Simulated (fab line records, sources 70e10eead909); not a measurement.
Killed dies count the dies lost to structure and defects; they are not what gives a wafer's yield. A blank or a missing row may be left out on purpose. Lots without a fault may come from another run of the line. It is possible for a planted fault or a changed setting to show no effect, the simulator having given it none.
The tool behind it: which one? :: flow nand harc :: 72 wafers from 24 lots sampled at 4 of the route's 1159 steps

## WHAT EACH GAUGE READ, for each wafer
NHARC_A_SGD_CUT_THK_MEAS_22: measures by ellipsometry.
lot: L075
measured: day 14 11:17
on: film metro-01
thk nm (nm): 148.0 150.4 148.6

lot: L074
measured: day 14 11:18
on: film metro-02
thk nm (nm): 147.6 150.3 149.4

lot: L078
measured: day 14 19:52
on: film metro-01
thk nm (nm): 147.4 147.4 144.7

lot: L077
measured: day 14 19:52
on: film metro-02
thk nm (nm): 148.1 148.1 149.8

lot: L076
measured: day 15 06:42
on: film metro-01
thk nm (nm): 145.5 146.2 146.5

lot: L079
measured: day 15 06:42
on: film metro-02
thk nm (nm): 147.1 147.1 148.3

lot: L081
measured: day 16 03:46
on: film metro-02
thk nm (nm): 147.8 149.0 151.2

lot: L080
measured: day 16 03:46
on: film metro-01
thk nm (nm): 148.7 148.5 148.8

lot: L084
measured: day 16 03:46
on: film metro-01
thk nm (nm): 149.7 145.7 150.2

lot: L083
measured: day 16 06:37
on: film metro-02
thk nm (nm): 148.6 148.4 148.0

lot: L082
measured: day 16 06:37
on: film metro-01
thk nm (nm): 149.3 148.2 148.3

lot: L087
measured: day 17 08:17
on: film metro-01
thk nm (nm): 143.8 149.0 148.0

lot: L088
measured: day 17 08:17
on: film metro-02
thk nm (nm): 148.0 147.7 144.8

lot: L086
measured: day 17 21:39
on: film metro-01
thk nm (nm): 147.6 149.2 149.1

lot: L085
measured: day 17 21:39
on: film metro-02
thk nm (nm): 147.1 143.4 148.5

lot: L092
measured: day 18 05:20
on: film metro-01
thk nm (nm): 149.8 148.2 148.7

lot: L091
measured: day 18 05:20
on: film metro-01
thk nm (nm): 148.0 146.3 146.7

lot: L090
measured: day 18 05:20
on: film metro-02
thk nm (nm): 145.3 151.7 148.9

lot: L089
measured: day 18 05:28
on: film metro-02
thk nm (nm): 147.8 149.5 147.8

lot: L095
measured: day 19 03:51
on: film metro-02
thk nm (nm): 145.3 149.4 144.9

lot: L096
measured: day 19 03:52
on: film metro-01
thk nm (nm): 148.7 147.3 147.6

lot: L094
measured: day 19 03:51
on: film metro-01
thk nm (nm): 148.4 149.8 147.7

lot: L093
measured: day 19 04:00
on: film metro-02
thk nm (nm): 147.3 148.8 147.1

lot: L097
measured: day 20 00:03
on: film metro-01
thk nm (nm): 148.7 147.6 145.3

NHARC_A_SLIT_INSPECT_11.
lot: L075
measured: day 14 15:12
on: defect inspect-02
raw defect count: 18 17 22

lot: L074
measured: day 14 14:50
on: defect inspect-02
raw defect count: 5 5 7

lot: L078
measured: day 14 23:32
on: defect inspect-01
raw defect count: 22 25 17

lot: L077
measured: day 15 00:27
on: defect inspect-02
raw defect count: 16 11 8

lot: L076
measured: day 15 13:43
on: defect inspect-01
raw defect count: 24 18 30

lot: L079
measured: day 15 12:09
on: defect inspect-01
raw defect count: 11 18 13

lot: L081
measured: day 16 07:15
on: defect inspect-01
raw defect count: 29 19 24

lot: L080
measured: day 16 07:44
on: defect inspect-02
raw defect count: 13 12 17

lot: L084
measured: day 16 07:28
on: defect inspect-02
raw defect count: 18 10 15

lot: L083
measured: day 16 11:14
on: defect inspect-02
raw defect count: 35 21 29

lot: L082
measured: day 16 11:30
on: defect inspect-02
raw defect count: 27 28 22

lot: L087
measured: day 17 12:38
on: defect inspect-01
raw defect count: 28 32 30

lot: L088
measured: day 17 12:21
on: defect inspect-01
raw defect count: 12 16 15

lot: L086
measured: day 18 01:30
on: defect inspect-02
raw defect count: 14 11 16

lot: L085
measured: day 18 02:32
on: defect inspect-01
raw defect count: 23 34 21

lot: L092
measured: day 18 10:14
on: defect inspect-01
raw defect count: 29 28 40

lot: L091
measured: day 18 12:11
on: defect inspect-02
raw defect count: 10 9 14

lot: L090
measured: day 18 09:55
on: defect inspect-01
raw defect count: 14 10 12

lot: L089
measured: day 18 13:46
on: defect inspect-01
raw defect count: 28 15 27

lot: L095
measured: day 19 07:49
on: defect inspect-02
raw defect count: 18 11 12

lot: L096
measured: day 19 08:43
on: defect inspect-02
raw defect count: 14 16 18

lot: L094
measured: day 19 08:33
on: defect inspect-01
raw defect count: 22 26 25

lot: L093
measured: day 19 09:41
on: defect inspect-01
raw defect count: 28 42 25

lot: L097
measured: day 20 05:07
on: defect inspect-02
raw defect count: 15 16 15

## TOOL THAT RAN EACH LOT (tool first, then ch and the chambers of the sampled wafers, then the start)
lot: L075
NHARC_A_SGD_CUT_STRIP_17: rie diel-07 ch 0,1,2, day 14 11:17 or earlier
NHARC_A_SLIT_DEP_23: pecvd-02 ch 0,1,2, day 14 14:24

lot: L074
NHARC_A_SGD_CUT_STRIP_17: rie diel-03 ch 0,1,3, day 14 11:18 or earlier
NHARC_A_SLIT_DEP_23: pecvd-01 ch 0,1,2, day 14 14:09

lot: L078
NHARC_A_SGD_CUT_STRIP_17: rie diel-04 ch 1,2,3, day 14 19:52 or earlier
NHARC_A_SLIT_DEP_23: pecvd-03 ch 1,2, day 14 22:47

lot: L077
NHARC_A_SGD_CUT_STRIP_17: rie diel-04 ch 0,2,3, day 14 19:52 or earlier
NHARC_A_SLIT_DEP_23: pecvd-01 ch 0,1,2, day 14 23:40

lot: L076
NHARC_A_SGD_CUT_STRIP_17: rie diel-04 ch 0,1,2, day 15 06:42 or earlier
NHARC_A_SLIT_DEP_23: pecvd-01 ch 0,2, day 15 13:00

lot: L079
NHARC_A_SGD_CUT_STRIP_17: rie diel-03 ch 0,1, day 15 06:42 or earlier
NHARC_A_SLIT_DEP_23: pecvd-02 ch 1,2, day 15 11:23

lot: L081
NHARC_A_SGD_CUT_STRIP_17: rie diel-07 ch 1,2, day 16 03:46 or earlier
NHARC_A_SLIT_DEP_23: pecvd-01 ch 0,1, day 16 06:34

lot: L080
NHARC_A_SGD_CUT_STRIP_17: rie diel-04 ch 0,1, day 16 03:46 or earlier
NHARC_A_SLIT_DEP_23: pecvd-03 ch 0,1,2, day 16 06:58

lot: L084
NHARC_A_SGD_CUT_STRIP_17: rie diel-03 ch 0,1,3, day 16 03:46 or earlier
NHARC_A_SLIT_DEP_23: pecvd-02 ch 0,1,2, day 16 06:45

lot: L083
NHARC_A_SGD_CUT_STRIP_17: rie diel-04 ch 2,3, day 16 06:37 or earlier
NHARC_A_SLIT_DEP_23: pecvd-03 ch 1,2, day 16 10:34

lot: L082
NHARC_A_SGD_CUT_STRIP_17: rie diel-07 ch 0,1, day 16 06:37 or earlier
NHARC_A_SLIT_DEP_23: pecvd-02 ch 1,2, day 16 10:49

lot: L087
NHARC_A_SGD_CUT_STRIP_17: rie diel-07 ch 2,3, day 17 08:17 or earlier
NHARC_A_SLIT_DEP_23: pecvd-02 ch 0,1,2, day 17 11:52

lot: L088
NHARC_A_SGD_CUT_STRIP_17: rie diel-04 ch 0,1, day 17 08:17 or earlier
NHARC_A_SLIT_DEP_23: pecvd-02 ch 1,2, day 17 11:41

lot: L086
NHARC_A_SGD_CUT_STRIP_17: rie diel-04 ch 0,1, day 17 21:39 or earlier
NHARC_A_SLIT_DEP_23: pecvd-02 ch 0,2, day 18 00:41

lot: L085
NHARC_A_SGD_CUT_STRIP_17: rie diel-04 ch 0,1, day 17 21:39 or earlier
NHARC_A_SLIT_DEP_23: pecvd-01 ch 0,1, day 18 01:50

lot: L092
NHARC_A_SGD_CUT_STRIP_17: rie diel-03 ch 0,1, day 18 05:20 or earlier
NHARC_A_SLIT_DEP_23: pecvd-02 ch 0,1,2, day 18 09:28

lot: L091
NHARC_A_SGD_CUT_STRIP_17: rie diel-04 ch 0,1,2, day 18 05:20 or earlier
NHARC_A_SLIT_DEP_23: pecvd-02 ch 0,1,2, day 18 11:30

lot: L090
NHARC_A_SGD_CUT_STRIP_17: rie diel-04 ch 1,3, day 18 05:20 or earlier
NHARC_A_SLIT_DEP_23: pecvd-03 ch 1,2, day 18 09:07

lot: L089
NHARC_A_SGD_CUT_STRIP_17: rie diel-03 ch 1,2,3, day 18 05:28 or earlier
NHARC_A_SLIT_DEP_23: pecvd-03 ch 0,2, day 18 12:59

lot: L095
NHARC_A_SGD_CUT_STRIP_17: rie diel-04 ch 1,2, day 19 03:51 or earlier
NHARC_A_SLIT_DEP_23: pecvd-03 ch 0,1,2, day 19 07:02

lot: L096
NHARC_A_SGD_CUT_STRIP_17: rie diel-03 ch 1,3, day 19 03:52 or earlier
NHARC_A_SLIT_DEP_23: pecvd-02 ch 0,1,2, day 19 07:51

lot: L094
NHARC_A_SGD_CUT_STRIP_17: rie diel-03 ch 1,2,3, day 19 03:51 or earlier
NHARC_A_SLIT_DEP_23: pecvd-01 ch 0,2, day 19 07:44

lot: L093
NHARC_A_SGD_CUT_STRIP_17: rie diel-07 ch 0,2,3, day 19 04:00 or earlier
NHARC_A_SLIT_DEP_23: pecvd-02 ch 0,1,2, day 19 09:02

lot: L097
NHARC_A_SGD_CUT_STRIP_17: rie diel-03 ch 0,2,3, day 20 00:03 or earlier
NHARC_A_SLIT_DEP_23: pecvd-01 ch 0,2, day 20 04:19
- NHARC_A_SGD_CUT_STRIP_17: strips in O2.
- NHARC_A_SLIT_DEP_23: deposits SiON, target thk 100 nm.

## AS READ BY THE TOOLS THEMSELVES (means over the sampled wafers that have a number; for cases with no such wafer, the mark the record gives instead)
NHARC_A_SGD_CUT_STRIP_17.
lot: L075
tool: rie diel-07
chamber pressure mTorr (mTorr): 60.02
drypump motor current A (A): 5.94
o2 flow sccm (sccm): 498.8
oes product au (a.u.): 0.979
rf vpp V (V): 57.3
showerhead plenum p Torr (Torr): 3.45
throttle valve pct (%): 17.038

lot: L074
tool: rie diel-03
chamber pressure mTorr (mTorr): 59.99
drypump motor current A (A): 5.82
o2 flow sccm (sccm): 499.3
oes product au (a.u.): 1.007
rf vpp V (V): 57.5
showerhead plenum p Torr (Torr): 3.46
throttle valve pct (%): 17.037

lot: L078
tool: rie diel-04
chamber pressure mTorr (mTorr): 60.02
drypump motor current A (A): 5.55
o2 flow sccm (sccm): 499.9
oes product au (a.u.): 1.016
rf vpp V (V): 57.0
showerhead plenum p Torr (Torr): 3.51
throttle valve pct (%): 17.039

lot: L077
tool: rie diel-04
chamber pressure mTorr (mTorr): 59.97
drypump motor current A (A): 5.53
o2 flow sccm (sccm): 499.5
oes product au (a.u.): 1.005
rf vpp V (V): 58.4
showerhead plenum p Torr (Torr): 3.64
throttle valve pct (%): 17.030

lot: L076
tool: rie diel-04
chamber pressure mTorr (mTorr): 59.98
drypump motor current A (A): 5.54
o2 flow sccm (sccm): 500.5
oes product au (a.u.): 1.008
rf vpp V (V): 57.2
showerhead plenum p Torr (Torr): 3.49
throttle valve pct (%): 17.028

lot: L079
tool: rie diel-03
chamber pressure mTorr (mTorr): 59.98
drypump motor current A (A): 5.61
o2 flow sccm (sccm): 500.7
oes product au (a.u.): 0.998
rf vpp V (V): 57.9
showerhead plenum p Torr (Torr): 3.42
throttle valve pct (%): 17.030

lot: L081
tool: rie diel-07
chamber pressure mTorr (mTorr): 59.97
drypump motor current A (A): 5.99
o2 flow sccm (sccm): 500.6
oes product au (a.u.): 0.986
rf vpp V (V): 57.5
showerhead plenum p Torr (Torr): 3.46
throttle valve pct (%): 17.039

lot: L080
tool: rie diel-04
chamber pressure mTorr (mTorr): 59.99
drypump motor current A (A): 5.68
o2 flow sccm (sccm): 499.4
oes product au (a.u.): 0.994
rf vpp V (V): 58.0
showerhead plenum p Torr (Torr): 3.55
throttle valve pct (%): 17.038

lot: L084
tool: rie diel-03
chamber pressure mTorr (mTorr): 60.01
drypump motor current A (A): 5.80
o2 flow sccm (sccm): 498.9
oes product au (a.u.): 1.000
rf vpp V (V): 57.9
showerhead plenum p Torr (Torr): 3.46
throttle valve pct (%): 17.035

lot: L083
tool: rie diel-04
chamber pressure mTorr (mTorr): 59.97
drypump motor current A (A): 5.40
o2 flow sccm (sccm): 498.9
oes product au (a.u.): 1.017
rf vpp V (V): 58.6
showerhead plenum p Torr (Torr): 3.57
throttle valve pct (%): 17.041

lot: L082
tool: rie diel-07
chamber pressure mTorr (mTorr): 60.05
drypump motor current A (A): 5.86
o2 flow sccm (sccm): 501.4
oes product au (a.u.): 0.980
rf vpp V (V): 57.3
showerhead plenum p Torr (Torr): 3.56
throttle valve pct (%): 17.022

lot: L087
tool: rie diel-07
chamber pressure mTorr (mTorr): 59.96
drypump motor current A (A): 5.89
o2 flow sccm (sccm): 500.1
oes product au (a.u.): 0.992
rf vpp V (V): 57.9
showerhead plenum p Torr (Torr): 3.40
throttle valve pct (%): 17.036

lot: L088
tool: rie diel-04
chamber pressure mTorr (mTorr): 60.05
drypump motor current A (A): 5.68
o2 flow sccm (sccm): 499.4
oes product au (a.u.): 1.000
rf vpp V (V): 57.6
showerhead plenum p Torr (Torr): 3.55
throttle valve pct (%): 17.029

lot: L086
tool: rie diel-04
chamber pressure mTorr (mTorr): 59.99
drypump motor current A (A): 5.69
o2 flow sccm (sccm): 500.0
oes product au (a.u.): 1.007
rf vpp V (V): 58.1
showerhead plenum p Torr (Torr): 3.55
throttle valve pct (%): 17.035

lot: L085
tool: rie diel-04
chamber pressure mTorr (mTorr): 59.95
drypump motor current A (A): 5.65
o2 flow sccm (sccm): 502.1
oes product au (a.u.): 1.009
rf vpp V (V): 57.5
showerhead plenum p Torr (Torr): 3.55
throttle valve pct (%): 17.041

lot: L092
tool: rie diel-03
chamber pressure mTorr (mTorr): 60.02
drypump motor current A (A): 5.78
o2 flow sccm (sccm): 500.1
oes product au (a.u.): 0.996
rf vpp V (V): 57.8
showerhead plenum p Torr (Torr): 3.41
throttle valve pct (%): 17.041

lot: L091
tool: rie diel-04
chamber pressure mTorr (mTorr): 59.98
drypump motor current A (A): 5.55
o2 flow sccm (sccm): 498.8
oes product au (a.u.): 1.014
rf vpp V (V): 57.8
showerhead plenum p Torr (Torr): 3.49
throttle valve pct (%): 17.035

lot: L090
tool: rie diel-04
chamber pressure mTorr (mTorr): 60.02
drypump motor current A (A): 5.69
o2 flow sccm (sccm): 501.2
oes product au (a.u.): 1.012
rf vpp V (V): 57.8
showerhead plenum p Torr (Torr): 3.59
throttle valve pct (%): 17.025

lot: L089
tool: rie diel-03
chamber pressure mTorr (mTorr): 59.99
drypump motor current A (A): 5.98
o2 flow sccm (sccm): 500.5
oes product au (a.u.): 1.007
rf vpp V (V): 58.0
showerhead plenum p Torr (Torr): 3.51
throttle valve pct (%): 17.039

lot: L095
tool: rie diel-04
chamber pressure mTorr (mTorr): 59.98
drypump motor current A (A): 5.42
o2 flow sccm (sccm): 498.6
oes product au (a.u.): 1.021
rf vpp V (V): 56.9
showerhead plenum p Torr (Torr): 3.43
throttle valve pct (%): 17.030

lot: L096
tool: rie diel-03
chamber pressure mTorr (mTorr): 59.94
drypump motor current A (A): 6.03
o2 flow sccm (sccm): 499.9
oes product au (a.u.): 1.000
rf vpp V (V): 57.8
showerhead plenum p Torr (Torr): 3.50
throttle valve pct (%): 17.041

lot: L094
tool: rie diel-03
chamber pressure mTorr (mTorr): 60.04
drypump motor current A (A): 6.00
o2 flow sccm (sccm): 499.8
oes product au (a.u.): 1.008
rf vpp V (V): 58.0
showerhead plenum p Torr (Torr): 3.51
throttle valve pct (%): 17.028

lot: L093
tool: rie diel-07
chamber pressure mTorr (mTorr): 59.95
drypump motor current A (A): 5.82
o2 flow sccm (sccm): 500.0
oes product au (a.u.): 0.987
rf vpp V (V): 58.4
showerhead plenum p Torr (Torr): 3.38
throttle valve pct (%): 17.037

lot: L097
tool: rie diel-03
chamber pressure mTorr (mTorr): 59.96
drypump motor current A (A): 5.77
o2 flow sccm (sccm): 499.5
oes product au (a.u.): 0.999
rf vpp V (V): 58.8
showerhead plenum p Torr (Torr): 3.51
throttle valve pct (%): 17.027

NHARC_A_SLIT_DEP_23.
lot: L075
tool: pecvd-02
heater power w (W): 696

lot: L074
tool: pecvd-01
heater power w (W): 730

lot: L078
tool: pecvd-03
heater power w (W): 802

lot: L077
tool: pecvd-01
heater power w (W): 698

lot: L076
tool: pecvd-01
heater power w (W): 710

lot: L079
tool: pecvd-02
heater power w (W): 627

lot: L081
tool: pecvd-01
heater power w (W): 714

lot: L080
tool: pecvd-03
heater power w (W): 720

lot: L084
tool: pecvd-02
heater power w (W): 675

lot: L083
tool: pecvd-03
heater power w (W): 795

lot: L082
tool: pecvd-02
heater power w (W): 671

lot: L087
tool: pecvd-02
heater power w (W): 667

lot: L088
tool: pecvd-02
heater power w (W): 616

lot: L086
tool: pecvd-02
heater power w (W): 799

lot: L085
tool: pecvd-01
heater power w (W): 695

lot: L092
tool: pecvd-02
heater power w (W): 740

lot: L091
tool: pecvd-02
heater power w (W): 691

lot: L090
tool: pecvd-03
heater power w (W): 749

lot: L089
tool: pecvd-03
heater power w (W): 730

lot: L095
tool: pecvd-03
heater power w (W): 741

lot: L096
tool: pecvd-02
heater power w (W): 712

lot: L094
tool: pecvd-01
heater power w (W): 709

lot: L093
tool: pecvd-02
heater power w (W): 743

lot: L097
tool: pecvd-01
heater power w (W): 667

## THE ANSWER, worked out from the rows above alone
Rule: the usual values come from the lots themselves. Put in order of their means at a reading, lots are off if they are a third of the lots or fewer, leave a main group of 4 or more, and stand apart from it by a gap of 3 or more times the standard deviation of the main group's means; of several such gaps the widest counts. A main group is skipped when, at the precision printed for the reading in the tables above, its means are all equal. Also off: a lot with no number at a reading for which 4 or more lots have one. Where the step has rows for the other lots, those lots are counted as sound. First the gauges in route order, then the tools' own readings, where a lot's mean is used as printed above. At the first step where some lot is off, the reading lying furthest off is the one used; lots without a number count as furthest.
No lot is off at any reading shown: from this, nothing can be told.

## WHAT THE SIMULATOR HAD PUT IN
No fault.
